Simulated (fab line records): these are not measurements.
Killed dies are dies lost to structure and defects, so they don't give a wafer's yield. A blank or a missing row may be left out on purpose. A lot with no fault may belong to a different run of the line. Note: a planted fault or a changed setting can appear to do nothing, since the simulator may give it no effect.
fab line records | flow n5Finfet
record lots=7 | wafers=21
route steps=1938 shown SDB@360 HKMG_FIN@427 GATE_CUT@479 MOL_CONTACT_COAG@518
startH: hours from the record's opening day to when the first of the lot's shown wafers began | waitH: hours elapsed since this lot's preceding step | " repeats the value in the row above | L1.1+2: one row covering several wafers at once | - either no value or no given start | * or withheld: withheld | < > ~ a bound
route shown NAME@n: NAME is a module with steps in the file, n the number in the route of the first one | usual: average and standard deviation across the fault-free wafers | same: alike in all rows | chamber/n: place in a boat | sites: per-site readings | _std_site: standard deviation across them | _edge_site: the outer-site mean with the inner-site mean subtracted | radiusMm: for every site, how far away it sits from the centre of the wafer | mask NAME#n: copy n | behind: the last tool/chamber to shape the wafer | hold: cause of the lot's hold/its duration in hours/its outcome | device: whichever transistor did not switch (one of n, p or np) | end of line: tests of these same wafers at the route's end | a step with no rows: only its recipe | killed: dies lost to structure and defects at the first sort, not the wafer's yield | map: dies across one wafer; x = killed, . = not, _ = none there
set.NAME: the setting that was run; set.NAME@STEP: the one run at that earlier step | model.NAME: the simulator's own value behind a step, which no gauge read
lots with deliberately changed settings; one table per step, one row per wafer
## steps
# step N5_SDB_ETCH_17
# recipe chemistry=CF4 | target=SiARC | targetDepthA=234 | maskMaterial=CAR-ArF | timeS=39 | ionEnergyEv=80 | pressureMtorr=40 | sourceW=545 | biasW=36 | Ar_flow_sccm=100 | cf4FlowSccm=100 | ends=cleared
# usual rfVppV=184.2/1.2
lot.wafer | tool       | chamber | startH | waitH | set.biasW | rfVppV
L078.1    | rieDiel-06 | 0       | 88.78  | 0.0   | 41.44     | 203.7
L078.4    | "          | 3       | "      | "     | 36        | 182.4
L078.5    | "          | 0       | "      | "     | 36        | 185.4
L079.1    | rieDiel-01 | 1       | 93.97  | 0.0   | 42.28     | 204.1
L079.2    | "          | 0       | "      | "     | 42.28     | 204.8
L079.6    | "          | 2       | "      | "     | 42.28     | 205.6
L080.1    | rieDiel-06 | 3       | 102.41 | 0.0   | 36        | 184.4
L080.2    | "          | 1       | "      | "     | 36        | 185.0
L080.3    | "          | 0       | "      | "     | 36        | 185.0
L082.2    | rieDiel-01 | 1       | 115.16 | 0.0   | 36        | 183.1
L082.4    | "          | 2       | "      | "     | 39.43     | 195.3
L082.6    | "          | 1       | "      | "     | 36        | 184.4
L083.1    | rieDiel-01 | 0       | 127.76 | 0.0   | 36        | 182.7
L083.5    | "          | 0       | "      | "     | 31.33     | 168.0
L083.6    | "          | 1       | "      | "     | 36        | 184.0
L085.4    | rieDiel-06 | 2       | 135.53 | 0.0   | 39.17     | 193.9
L085.5    | "          | 1       | "      | "     | 36        | 184.4
L085.6    | "          | 0       | "      | "     | 36        | 185.5
L097.2    | rieDiel-06 | 3       | 205.73 | 0.0   | 36        | 183.2
L097.3    | "          | 0       | "      | "     | 36        | 185.1
L097.5    | "          | 3       | "      | "     | 29.82     | 162.1
# step N5_HKMG_FIN_EXPOSE_09
# recipe maskId=NWFM | na=1.35 | sourceShape=conventional | sigmaOuter=0.8 | polarization=unpolarized | doseMj=39.25
lot.wafer  | tool           | chamber | startH | waitH | mask   | set.doseMj
L078.1+4   | arfiScanner-03 | 0       | 97.58  | -     | NWFM#0 | 38.04
L078.5     | "              | 0       | "      | "     | NWFM#0 | 39.25
L079.1+2+6 | arfiScanner-03 | 0       | 102.58 | -     | NWFM#0 | 39.25
L080.1+2+3 | arfiScanner-01 | 0       | 111.44 | -     | NWFM#0 | 39.25
L082.2+6   | arfiScanner-03 | 0       | 124.28 | -     | NWFM#0 | 39.25
L082.4     | "              | 0       | "      | "     | NWFM#0 | 37.61
L083.1+5   | arfiScanner-03 | 0       | 136.16 | -     | NWFM#0 | 42.08
L083.6     | "              | 0       | "      | "     | NWFM#0 | 39.25
L085.4+6   | arfiScanner-01 | 0       | 144.57 | -     | NWFM#0 | 40.65
L085.5     | "              | 0       | "      | "     | NWFM#0 | 39.25
L097.2     | arfiScanner-02 | 0       | 214.53 | -     | NWFM#0 | 39.25
L097.3+5   | "              | 0       | "      | "     | NWFM#0 | 36.46
# step N5_HKMG_FIN_DEVELOP_11
# recipe developTimeS=30 | developer=TMAH | resist=CAR-ArF | devTempC=23 | rinseLiquid=diw | dry=airSpin
lot.wafer  | tool          | chamber | startH | waitH | set.developTimeS
L078.1+4+5 | lithoTrack-04 | 0       | -      | -     | 30
L079.1     | lithoTrack-01 | 0       | -      | -     | 30
L079.2+6   | "             | 0       | "      | "     | 34.89
L080.1+2+3 | lithoTrack-05 | 0       | -      | -     | 30
L082.2     | lithoTrack-05 | 0       | -      | -     | 30
L082.4+6   | "             | 0       | "      | "     | 23.93
L083.1+5+6 | lithoTrack-01 | 0       | -      | -     | 30
L085.4     | lithoTrack-05 | 0       | -      | -     | 30
L085.5+6   | "             | 0       | "      | "     | 24.66
L097.2+5   | lithoTrack-05 | 0       | -      | -     | 30
L097.3     | "             | 0       | "      | "     | 28.04
# step N5_HKMG_FIN_CD_MEAS_12
# recipe targetCdNm=92.8 | landingEnergyEv=500 | detector=seInlens
# usual cdNm=91.9/0.71
lot.wafer | tool     | chamber | startH | waitH | set.doseMj@HKMG_FIN_EXPOSE_09 | cdNm
L078.1    | cdSem-03 | 0       | 97.71  | -     | 38.04                         | 90.2
L078.4    | "        | 0       | "      | "     | 38.04                         | 90.3
L078.5    | "        | 0       | "      | "     | 39.25                         | 92.8
L079.1    | cdSem-03 | 0       | 102.71 | -     | 39.25                         | 91.4
L079.2    | "        | 0       | "      | "     | 39.25                         | 92.1
L079.6    | "        | 0       | "      | "     | 39.25                         | 91.9
L080.1    | cdSem-02 | 0       | 111.57 | -     | 39.25                         | 91.7
L080.2    | "        | 0       | "      | "     | 39.25                         | 90.7
L080.3    | "        | 0       | "      | "     | 39.25                         | 90.4
L082.2    | cdSem-02 | 0       | 124.40 | -     | 39.25                         | 91.3
L082.4    | "        | 0       | "      | "     | 37.61                         | 87.4
L082.6    | "        | 0       | "      | "     | 39.25                         | 90.8
L083.1    | cdSem-02 | 0       | 136.28 | -     | 42.08                         | 96.6
L083.5    | "        | 0       | "      | "     | 42.08                         | 95.2
L083.6    | "        | 0       | "      | "     | 39.25                         | 91.9
L085.4    | cdSem-02 | 0       | 144.68 | -     | 40.65                         | 93.5
L085.5    | "        | 0       | "      | "     | 39.25                         | 90.7
L085.6    | "        | 0       | "      | "     | 40.65                         | 93.3
L097.2    | cdSem-01 | 0       | 214.65 | -     | 39.25                         | 92.6
L097.3    | "        | 0       | "      | "     | 36.46                         | 87.4
L097.5    | "        | 0       | "      | "     | 36.46                         | 86.5
# step N5_GATE_CUT_COAT_35
# recipe resist=SiARC | tempC=220 | timeS=60 | spinRpm=1500 | resistThkNm=10
lot.wafer  | tool          | chamber | startH | waitH | set.spinRpm | model.SiARC_of_GATE_CUT_COAT_35.thkNm
L078.1+4+5 | lithoTrack-02 | 0       | -      | -     | 1500        | 10
L079.1+6   | lithoTrack-02 | 0       | -      | -     | 1406        | 10.2
L079.2     | "             | 0       | "      | "     | 1500        | 10
L080.1+2+3 | lithoTrack-01 | 0       | -      | -     | 1500        | 10
L082.2+4   | lithoTrack-02 | 0       | -      | -     | 1500        | 10
L082.6     | "             | 0       | "      | "     | 1354        | 10.6
L083.1+5   | lithoTrack-03 | 0       | -      | -     | 1578        | 9.8
L083.6     | "             | 0       | "      | "     | 1500        | 10
L085.4     | lithoTrack-01 | 0       | -      | -     | 1500        | 10
L085.5+6   | "             | 0       | "      | "     | 1354        | 10.6
L097.2+3+5 | lithoTrack-02 | 0       | -      | -     | 1500        | 10
# step N5_GATE_CUT_DESCUM_18
# recipe chemistry=O2 | timeS=7 | sourcePowerW=50 | biasPowerW=20 | pressureMtorr=20 | rfFrequencyHz=2.712e+07 | tempC=40 | resist=CAR-EUV | o2FlowSccm=225
lot.wafer | tool       | chamber | startH | waitH | set.timeS | model.CAR-EUV_of_GATE_CUT_COAT_07.thkNm
L078.1    | rieDiel-05 | 1       | 106.88 | 0.1   | 7         | 26.2
L078.4+5  | "          | 2,1     | "      | "     | 7         | 26
L079.1    | rieDiel-02 | 0       | 111.50 | 0.0   | 7         | 26.2
L079.2+6  | "          | 3       | "      | "     | 7.969     | 25.6
L080.1    | rieDiel-04 | 1       | 121.36 | 0.5   | 7         | 26.2
L080.2+3  | "          | 3,2     | "      | "     | 7         | 26
L082.2    | rieDiel-02 | 2       | 132.75 | 0.2   | 7         | 26
L082.4+6  | "          | 0,2     | "      | "     | 7         | 26.2
L083.1    | rieDiel-04 | 2       | 144.72 | 0.0   | 7         | 26
L083.5+6  | "          | 0,1     | "      | "     | 7         | 26.2
L085.4+5  | rieDiel-05 | 3,0     | 153.28 | 0.0   | 5.664     | 26.8
L085.6    | "          | 2       | "      | "     | 7         | 26.2
L097.2    | rieDiel-05 | 0       | 223.27 | 0.0   | 6.046     | 26.6
L097.3+5  | "          | 2,1     | "      | "     | 7         | 26.2
# step N5_GATE_CUT_ETCH_28
# recipe chemistry=N2/H2 | target=underlayer | targetDepthA=130 | maskMaterial=CAR-EUV | timeS=10.4 | ionEnergyEv=200 | pressureMtorr=30 | sourceW=840 | biasW=150 | n2FlowSccm=200 | h2FlowSccm=200 | ends=cleared
lot.wafer  | tool       | chamber | startH | waitH | set.timeS@GATE_CUT_DESCUM_18 | model.CAR-EUV_of_GATE_CUT_COAT_07.thkNm
L078.1+5   | rieDiel-05 | 1       | 106.91 | 0.0   | 7                            | 14.6
L078.4     | "          | 2       | "      | "     | 7                            | 14.4
L079.1     | rieDiel-02 | 0       | 111.54 | 0.0   | 7                            | 14.8
L079.2+6   | "          | 3       | "      | "     | 7.969                        | 14.2
L080.1+2   | rieDiel-04 | 1,3     | 121.40 | 0.0   | 7                            | 14.6
L080.3     | "          | 2       | "      | "     | 7                            | 14.4
L082.2     | rieDiel-02 | 2       | 132.79 | 0.0   | 7                            | 14.6
L082.4+6   | "          | 0,2     | "      | "     | 7                            | 14.8
L083.1+5+6 | rieDiel-04 | 2,0,1   | 144.75 | 0.0   | 7                            | 14.6
L085.4+5   | rieDiel-05 | 3,0     | 153.31 | 0.0   | 5.664                        | 15.4
L085.6     | "          | 2       | "      | "     | 7                            | 14.6
L097.2     | rieDiel-05 | 0       | 223.30 | 0.0   | 6.046                        | 15.2
L097.3+5   | "          | 2,1     | "      | "     | 7                            | 14.6
# step N5_GATE_CUT_ETCH_36
# recipe chemistry=CF4 | target=SiARC | targetDepthA=130 | maskMaterial=CAR-EUV | timeS=21.7 | ionEnergyEv=80 | pressureMtorr=40 | sourceW=545 | biasW=36 | Ar_flow_sccm=100 | cf4FlowSccm=100 | ends=cleared
lot.wafer | tool       | chamber | startH | waitH | set.spinRpm@GATE_CUT_COAT_35 | model.etch.depthNm
L078.1    | rieDiel-05 | 1       | 106.93 | 0.0   | 1500                         | 9.98
L078.4    | "          | 2       | "      | "     | 1500                         | 9.979
L078.5    | "          | 1       | "      | "     | 1500                         | 9.971
L079.1    | rieDiel-02 | 0       | 111.56 | 0.0   | 1406                         | 10.3
L079.2    | "          | 3       | "      | "     | 1500                         | 9.977
L079.6    | "          | 3       | "      | "     | 1406                         | 10.28
L080.1    | rieDiel-04 | 1       | 121.42 | 0.0   | 1500                         | 10.02
L080.2    | "          | 3       | "      | "     | 1500                         | 9.984
L080.3    | "          | 2       | "      | "     | 1500                         | 10.01
L082.2    | rieDiel-02 | 2       | 132.81 | 0.0   | 1500                         | 10.04
L082.4    | "          | 0       | "      | "     | 1500                         | 10.06
L082.6    | "          | 2       | "      | "     | 1354                         | 10.57
L083.1    | rieDiel-04 | 2       | 144.77 | 0.0   | 1578                         | 9.746
L083.5    | "          | 0       | "      | "     | 1578                         | 9.708
L083.6    | "          | 1       | "      | "     | 1500                         | 9.989
L085.4    | rieDiel-05 | 3       | 153.33 | 0.0   | 1500                         | 10.02
L085.5    | "          | 0       | "      | "     | 1354                         | 10.54
L085.6    | "          | 2       | "      | "     | 1354                         | 10.51
L097.2    | rieDiel-05 | 0       | 223.32 | 0.0   | 1500                         | 9.992
L097.3    | "          | 2       | "      | "     | 1500                         | 9.996
L097.5    | "          | 1       | "      | "     | 1500                         | 9.976
# step N5_GATE_CUT_ETCH_37
# recipe chemistry=N2/H2 | target=SOC | targetDepthA=600 | overetchA=120 | maskMaterial=SiARC | tempC=40 | timeS=90 | ionEnergyEv=200 | pressureMtorr=30 | sourceW=840 | biasW=150 | n2FlowSccm=200 | h2FlowSccm=200
lot.wafer  | tool       | chamber | startH | waitH | set.spinRpm@GATE_CUT_COAT_35 | model.SiARC_of_GATE_CUT_COAT_35.thkNm
L078.1+4+5 | rieDiel-05 | 1,2,1   | 106.96 | 0.0   | 1500                         | 6.2
L079.1+6   | rieDiel-02 | 0,3     | 111.58 | 0.0   | 1406                         | 6.4
L079.2     | "          | 3       | "      | "     | 1500                         | 6
L080.1+2+3 | rieDiel-04 | 1,3,2   | 121.44 | 0.0   | 1500                         | 6
L082.2+4   | rieDiel-02 | 2,0     | 132.83 | 0.0   | 1500                         | 6
L082.6     | "          | 2       | "      | "     | 1354                         | 6.6
L083.1+5   | rieDiel-04 | 2,0     | 144.80 | 0.0   | 1578                         | 5.8
L083.6     | "          | 1       | "      | "     | 1500                         | 6
L085.4     | rieDiel-05 | 3       | 153.37 | 0.0   | 1500                         | 6
L085.5     | "          | 0       | "      | "     | 1354                         | 6.4
L085.6     | "          | 2       | "      | "     | 1354                         | 6.6
L097.2     | rieDiel-05 | 0       | 223.35 | 0.0   | 1500                         | 6
L097.3+5   | "          | 2,1     | "      | "     | 1500                         | 6.2
# step N5_MOL_CONTACT_COAG_COAT_104
# recipe resist=SiARC | tempC=220 | timeS=60 | spinRpm=1500 | resistThkNm=12
lot.wafer  | tool          | chamber | startH | waitH | set.spinRpm | model.SiARC_of_MOL_CONTACT_COAG_COAT_104.thkNm
L078.1+4+5 | lithoTrack-02 | 0       | -      | -     | 1500        | 12
L079.1+2+6 | lithoTrack-05 | 0       | -      | -     | 1500        | 12
L080.1+2+3 | lithoTrack-02 | 0       | -      | -     | 1500        | 12
L082.2+4   | lithoTrack-02 | 0       | -      | -     | 1442        | 12.2
L082.6     | "             | 0       | "      | "     | 1500        | 12
L083.1+5+6 | lithoTrack-04 | 0       | -      | -     | 1500        | 12
L085.4     | lithoTrack-04 | 0       | -      | -     | 1637        | 11.6
L085.5     | "             | 0       | "      | "     | 1500        | 12
L085.6     | "             | 0       | "      | "     | 1637        | 11.4
L097.2+3+5 | lithoTrack-05 | 0       | -      | -     | 1500        | 12
# step N5_MOL_CONTACT_COAG_EXPOSE_05
# recipe maskId=CA | na=0.33 | sourceShape=annular | sigmaInner=0.4 | sigmaOuter=0.8 | polarization=unpolarized | defocusNm=0 | doseMj=38.25
lot.wafer  | tool          | chamber | startH | waitH | mask | set.doseMj
L078.1+5   | euvScanner-02 | 0       | 111.01 | -     | CA#0 | 40.21
L078.4     | "             | 0       | "      | "     | CA#0 | 38.25
L079.1+6   | euvScanner-02 | 0       | 115.15 | -     | CA#0 | 38.25
L079.2     | "             | 0       | "      | "     | CA#0 | 35.7
L080.1+2+3 | euvScanner-02 | 0       | 124.96 | -     | CA#0 | 38.25
L082.2+4+6 | euvScanner-01 | 0       | 136.33 | -     | CA#0 | 38.25
L083.1+5+6 | euvScanner-02 | 0       | 148.37 | -     | CA#0 | 38.25
L085.4+6   | euvScanner-01 | 0       | 157.07 | -     | CA#0 | 36.3
L085.5     | "             | 0       | "      | "     | CA#0 | 38.25
L097.2     | euvScanner-01 | 0       | 227.07 | -     | CA#0 | 38.25
L097.3+5   | "             | 0       | "      | "     | CA#0 | 39.8
# step N5_MOL_CONTACT_COAG_PEB_06
# recipe pebTempC=100 | pebTimeS=60 | resist=CAR-EUV
# step N5_MOL_CONTACT_COAG_DEVELOP_07
# recipe developTimeS=30 | developer=TMAH | resist=CAR-EUV | rinseLiquid=surfactantRinse | dry=airSpin | devTempC=23
# step N5_MOL_CONTACT_COAG_CD_MEAS_08
# recipe targetCdNm=28 | landingEnergyEv=500 | detector=seInlens | polarity=opening
# usual cdNm=28.01/0.23
lot.wafer | tool     | chamber | startH | waitH | set.doseMj@MOL_CONTACT_COAG_EXPOSE_05 | cdNm
L078.1    | cdSem-03 | 0       | 111.14 | -     | 40.21                                 | 29.38
L078.4    | "        | 0       | "      | "     | 38.25                                 | 28.12
L078.5    | "        | 0       | "      | "     | 40.21                                 | 28.92
L079.1    | cdSem-02 | 0       | 115.28 | -     | 38.25                                 | 27.95
L079.2    | "        | 0       | "      | "     | 35.7                                  | 26.36
L079.6    | "        | 0       | "      | "     | 38.25                                 | 28.36
L080.1    | cdSem-03 | 0       | 125.09 | -     | 38.25                                 | 28.23
L080.2    | "        | 0       | "      | "     | 38.25                                 | 27.97
L080.3    | "        | 0       | "      | "     | 38.25                                 | 27.97
L082.2    | cdSem-02 | 0       | 136.45 | -     | 38.25                                 | 28.20
L082.4    | "        | 0       | "      | "     | 38.25                                 | 28.25
L082.6    | "        | 0       | "      | "     | 38.25                                 | 28.22
L083.1    | cdSem-02 | 0       | 148.50 | -     | 38.25                                 | 28.10
L083.5    | "        | 0       | "      | "     | 38.25                                 | 27.95
L083.6    | "        | 0       | "      | "     | 38.25                                 | 28.15
L085.4    | cdSem-02 | 0       | 157.19 | -     | 36.3                                  | 26.79
L085.5    | "        | 0       | "      | "     | 38.25                                 | 27.97
L085.6    | "        | 0       | "      | "     | 36.3                                  | 26.92
L097.2    | cdSem-01 | 0       | 227.20 | -     | 38.25                                 | 28.10
L097.3    | "        | 0       | "      | "     | 39.8                                  | 28.60
L097.5    | "        | 0       | "      | "     | 39.8                                  | 28.86
# step N5_MOL_CONTACT_COAG_DESCUM_13
# recipe chemistry=O2 | timeS=7 | sourcePowerW=50 | biasPowerW=20 | pressureMtorr=20 | rfFrequencyHz=2.712e+07 | tempC=40 | resist=CAR-EUV | o2FlowSccm=225
# step N5_MOL_CONTACT_COAG_ETCH_59
# recipe chemistry=N2/H2 | target=underlayer | targetDepthA=130 | maskMaterial=CAR-EUV | timeS=10.4 | ionEnergyEv=200 | pressureMtorr=30 | sourceW=840 | biasW=150 | n2FlowSccm=200 | h2FlowSccm=200 | ends=cleared
lot.wafer | tool       | chamber | startH | waitH | set.doseMj@MOL_CONTACT_COAG_EXPOSE_05 | model.MOL_CONTACT_COAG.cdOffsetNm
L078.1+5  | rieDiel-06 | 1       | 111.30 | 0.0   | 40.21                                 | 1
L078.4    | "          | 3       | "      | "     | 38.25                                 | 0
L079.1+6  | rieDiel-01 | 0,2     | 115.45 | 0.0   | 38.25                                 | 0.2
L079.2    | "          | 2       | "      | "     | 35.7                                  | -1.6
L080.1    | rieDiel-06 | 2       | 125.29 | 0.0   | 38.25                                 | 0.2
L080.2+3  | "          | 1,3     | "      | "     | 38.25                                 | 0
L082.2+4  | rieDiel-01 | 1,3     | 136.67 | 0.0   | 38.25                                 | 0
L082.6    | "          | 1       | "      | "     | 38.25                                 | 0.2
L083.1+5  | rieDiel-01 | 2,0     | 148.88 | 0.0   | 38.25                                 | 0
L083.6    | "          | 2       | "      | "     | 38.25                                 | -0.2
L085.4    | rieDiel-01 | 3       | 157.35 | 0.0   | 36.3                                  | -1.2
L085.5    | "          | 2       | "      | "     | 38.25                                 | -0.4
L085.6    | "          | 0       | "      | "     | 36.3                                  | -1
L097.2    | rieDiel-03 | 3       | 227.35 | 0.0   | 38.25                                 | 0
L097.3    | "          | 2       | "      | "     | 39.8                                  | 0.6
L097.5    | "          | 0       | "      | "     | 39.8                                  | 0.4
# step N5_MOL_CONTACT_COAG_ETCH_105
# recipe chemistry=CF4 | target=SiARC | targetDepthA=156 | maskMaterial=CAR-EUV | timeS=26 | ionEnergyEv=80 | pressureMtorr=40 | sourceW=545 | biasW=36 | Ar_flow_sccm=100 | cf4FlowSccm=100 | ends=cleared
lot.wafer | tool       | chamber | startH | waitH | set.spinRpm@MOL_CONTACT_COAG_COAT_104 | set.doseMj@MOL_CONTACT_COAG_EXPOSE_05 | model.etch.depthNm | model.MOL_CONTACT_COAG.cdOffsetNm
L078.1    | rieDiel-06 | 1       | 111.32 | 0.0   | 1500                                  | 40.21                                 | 12.03              | 1
L078.4    | "          | 3       | "      | "     | 1500                                  | 38.25                                 | 12.04              | 0
L078.5    | "          | 1       | "      | "     | 1500                                  | 40.21                                 | 12.07              | 1
L079.1    | rieDiel-01 | 0       | 115.47 | 0.0   | 1500                                  | 38.25                                 | 11.98              | 0.2
L079.2    | "          | 2       | "      | "     | 1500                                  | 35.7                                  | 11.95              | -1.6
L079.6    | "          | 2       | "      | "     | 1500                                  | 38.25                                 | 11.99              | 0.2
L080.1    | rieDiel-06 | 2       | 125.31 | 0.0   | 1500                                  | 38.25                                 | 12.08              | 0.2
L080.2    | "          | 1       | "      | "     | 1500                                  | 38.25                                 | 12.05              | 0
L080.3    | "          | 3       | "      | "     | 1500                                  | 38.25                                 | 12.03              | 0.2
L082.2    | rieDiel-01 | 1       | 136.69 | 0.0   | 1442                                  | 38.25                                 | 12.25              | -0.2
L082.4    | "          | 3       | "      | "     | 1442                                  | 38.25                                 | 12.24              | -0.2
L082.6    | "          | 1       | "      | "     | 1500                                  | 38.25                                 | 12.02              | 0.2
L083.1    | rieDiel-01 | 2       | 148.90 | 0.0   | 1500                                  | 38.25                                 | 12.02              | 0
L083.5    | "          | 0       | "      | "     | 1500                                  | 38.25                                 | 12.07              | 0
L083.6    | "          | 2       | "      | "     | 1500                                  | 38.25                                 | 12.04              | -0.2
L085.4    | rieDiel-01 | 3       | 157.37 | 0.0   | 1637                                  | 36.3                                  | 11.52              | -1.2
L085.5    | "          | 2       | "      | "     | 1500                                  | 38.25                                 | 12.03              | -0.2
L085.6    | "          | 0       | "      | "     | 1637                                  | 36.3                                  | 11.49              | -1
L097.2    | rieDiel-03 | 3       | 227.37 | 0.0   | 1500                                  | 38.25                                 | 12.06              | 0
L097.3    | "          | 2       | "      | "     | 1500                                  | 39.8                                  | 12.07              | 0.6
L097.5    | "          | 0       | "      | "     | 1500                                  | 39.8                                  | 12.02              | 0.4
# step N5_MOL_CONTACT_COAG_COAT_34
# recipe resist=CAR-EUV | spinRpm=1500 | resistThkNm=40
lot.wafer  | tool          | chamber | startH | waitH | set.spinRpm | model.CAR-EUV_of_MOL_CONTACT_COAG_COAT_34.thkNm
L078.1+4+5 | lithoTrack-04 | 0       | -      | -     | 1654        | 38.2
L079.1+2+6 | lithoTrack-05 | 0       | -      | -     | 1500        | 40
L080.1+3   | lithoTrack-02 | 0       | -      | -     | 1500        | 40.2
L080.2     | "             | 0       | "      | "     | 1500        | 40
L082.2     | lithoTrack-05 | 0       | -      | -     | 1376        | 41.8
L082.4+6   | "             | 0       | "      | "     | 1500        | 40
L083.1+6   | lithoTrack-05 | 0       | -      | -     | 1500        | 40
L083.5     | "             | 0       | "      | "     | 1500        | 39.8
L085.4     | lithoTrack-05 | 0       | -      | -     | 1500        | 40.2
L085.5+6   | "             | 0       | "      | "     | 1381        | 41.6
L097.2+3+5 | lithoTrack-02 | 0       | -      | -     | 1500        | 40
# step N5_MOL_CONTACT_COAG_EBR_36
# recipe solvent=PGMEA | ebrWidthMm=1.5
# step N5_MOL_CONTACT_COAG_SOFTBAKE_35
# recipe tempC=110 | timeS=60 | resist=CAR-EUV
# step N5_MOL_CONTACT_COAG_EXPOSE_37
# recipe maskId=VD | na=0.33 | sourceShape=annular | sigmaInner=0.3 | sigmaOuter=0.7 | polarization=unpolarized | defocusNm=0 | doseMj=62
# step N5_MOL_CONTACT_COAG_PEB_38
# recipe pebTempC=100 | pebTimeS=60 | resist=CAR-EUV
# step N5_MOL_CONTACT_COAG_DEVELOP_39
# recipe developTimeS=30 | developer=TMAH | resist=CAR-EUV | rinseLiquid=surfactantRinse | dry=airSpin | devTempC=23
lot.wafer  | tool          | chamber | startH | waitH | set.spinRpm@MOL_CONTACT_COAG_COAT_34 | model.CAR-EUV_of_MOL_CONTACT_COAG_COAT_34.thkNm
L078.1+5   | lithoTrack-02 | 0       | -      | -     | 1654                                 | 37.8
L078.4     | "             | 0       | "      | "     | 1654                                 | 37.6
L079.1     | lithoTrack-05 | 0       | -      | -     | 1500                                 | 39.6
L079.2+6   | "             | 0       | "      | "     | 1500                                 | 39.4
L080.1+2+3 | lithoTrack-05 | 0       | -      | -     | 1500                                 | 39.6
L082.2     | lithoTrack-02 | 0       | -      | -     | 1376                                 | 41.4
L082.4+6   | "             | 0       | "      | "     | 1500                                 | 39.6
L083.1+6   | lithoTrack-04 | 0       | -      | -     | 1500                                 | 39.6
L083.5     | "             | 0       | "      | "     | 1500                                 | 39.4
L085.4     | lithoTrack-05 | 0       | -      | -     | 1500                                 | 39.6
L085.5+6   | "             | 0       | "      | "     | 1381                                 | 41.2
L097.2     | lithoTrack-04 | 0       | -      | -     | 1500                                 | 39.6
L097.3+5   | "             | 0       | "      | "     | 1500                                 | 39.4
# step N5_MOL_CONTACT_COAG_ALD_133
# recipe material=SiO2 | targetThkA=50 | tempC=100 | aldPrecursorFamily=BDEAS | aldCoReactant=O2-plasma | pulseTimeS=1 | coReactantPulseTimeS=1 | purgeTimeS=2 | coReactantPurgeTimeS=2 | aldCycles=35 | pressureTorr=2
lot.wafer  | tool      | chamber | startH | waitH | set.aldCycles | model.SiO2_of_MOL_CONTACT_COAG_ALD_133.thkNm
L078.1+4+5 | aldSin-01 | 2,1,0   | 122.34 | 0.1   | 35            | 5
L079.1+2+6 | aldSin-04 | 3,0,0   | 125.40 | 0.2   | 35            | 5
L080.1+2+3 | aldSin-01 | 3,0,2   | 138.60 | 0.1   | 35            | 5
L082.2     | aldSin-03 | 3       | 147.95 | 0.1   | 35            | 5
L082.4+6   | "         | 1       | "      | "     | 39            | 5.6
L083.1+6   | aldSin-03 | 0,3     | 161.01 | 0.1   | 35            | 5
L083.5     | "         | 0       | "      | "     | 31            | 4.4
L085.4+6   | aldSin-03 | 2,1     | 169.64 | 0.3   | 35            | 5
L085.5     | "         | 0       | "      | "     | 29            | 4.2
L097.2+5   | aldSin-04 | 0       | 240.16 | 0.1   | 38            | 5.4
L097.3     | "         | 1       | "      | "     | 35            | 5
## key
split step=N5_SDB_ETCH_17 | setting=biasW | stated=36 | by=wafer
response step=N5_SDB_ETCH_17 | reading=rfVppV | change=+1.24 | per=1% | r=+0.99
split step=N5_HKMG_FIN_EXPOSE_09 | setting=doseMj | stated=39.25 | by=wafer
response step=N5_HKMG_FIN_CD_MEAS_12 | reading=cdNm | change=+0.718 | per=1% | r=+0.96
split step=N5_HKMG_FIN_DEVELOP_11 | setting=developTimeS | stated=30 | by=wafer
response none clear
split step=N5_GATE_CUT_COAT_35 | setting=spinRpm | stated=1500 | by=wafer
response step=N5_GATE_CUT_COAT_35 | reading=model.SiARC_of_GATE_CUT_COAT_35.thkNm | change=-0.0546 | per=1% | r=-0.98
response step=N5_GATE_CUT_ETCH_36 | reading=model.etch.depthNm | change=-0.052 | per=1% | r=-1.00
response step=N5_GATE_CUT_ETCH_37 | reading=model.SiARC_of_GATE_CUT_COAT_35.thkNm | change=-0.0557 | per=1% | r=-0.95
split step=N5_GATE_CUT_DESCUM_18 | setting=timeS | stated=7 | by=wafer
response step=N5_GATE_CUT_DESCUM_18 | reading=model.CAR-EUV_of_GATE_CUT_COAT_07.thkNm | change=-0.034 | per=1% | r=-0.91
response step=N5_GATE_CUT_ETCH_28 | reading=model.CAR-EUV_of_GATE_CUT_COAT_07.thkNm | change=-0.0428 | per=1% | r=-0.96
split step=N5_MOL_CONTACT_COAG_COAT_104 | setting=spinRpm | stated=1500 | by=wafer
response step=N5_MOL_CONTACT_COAG_COAT_104 | reading=model.SiARC_of_MOL_CONTACT_COAG_COAT_104.thkNm | change=-0.0543 | per=1% | r=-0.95
response step=N5_MOL_CONTACT_COAG_ETCH_105 | reading=model.etch.depthNm | change=-0.0574 | per=1% | r=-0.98
split step=N5_MOL_CONTACT_COAG_EXPOSE_05 | setting=doseMj | stated=38.25 | by=wafer
response step=N5_MOL_CONTACT_COAG_CD_MEAS_08 | reading=cdNm | change=+0.225 | per=1% | r=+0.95
response step=N5_MOL_CONTACT_COAG_ETCH_59 | reading=model.MOL_CONTACT_COAG.cdOffsetNm | change=+0.201 | per=1% | r=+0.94
response step=N5_MOL_CONTACT_COAG_ETCH_105 | reading=model.MOL_CONTACT_COAG.cdOffsetNm | change=+0.21 | per=1% | r=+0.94
split step=N5_MOL_CONTACT_COAG_COAT_34 | setting=spinRpm | stated=1500 | by=wafer
response step=N5_MOL_CONTACT_COAG_COAT_34 | reading=model.CAR-EUV_of_MOL_CONTACT_COAG_COAT_34.thkNm | change=-0.198 | per=1% | r=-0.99
response step=N5_MOL_CONTACT_COAG_DEVELOP_39 | reading=model.CAR-EUV_of_MOL_CONTACT_COAG_COAT_34.thkNm | change=-0.21 | per=1% | r=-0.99
split step=N5_MOL_CONTACT_COAG_ALD_133 | setting=aldCycles | stated=35 | by=wafer
response step=N5_MOL_CONTACT_COAG_ALD_133 | reading=model.SiO2_of_MOL_CONTACT_COAG_ALD_133.thkNm | change=+0.0491 | per=1% | r=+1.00
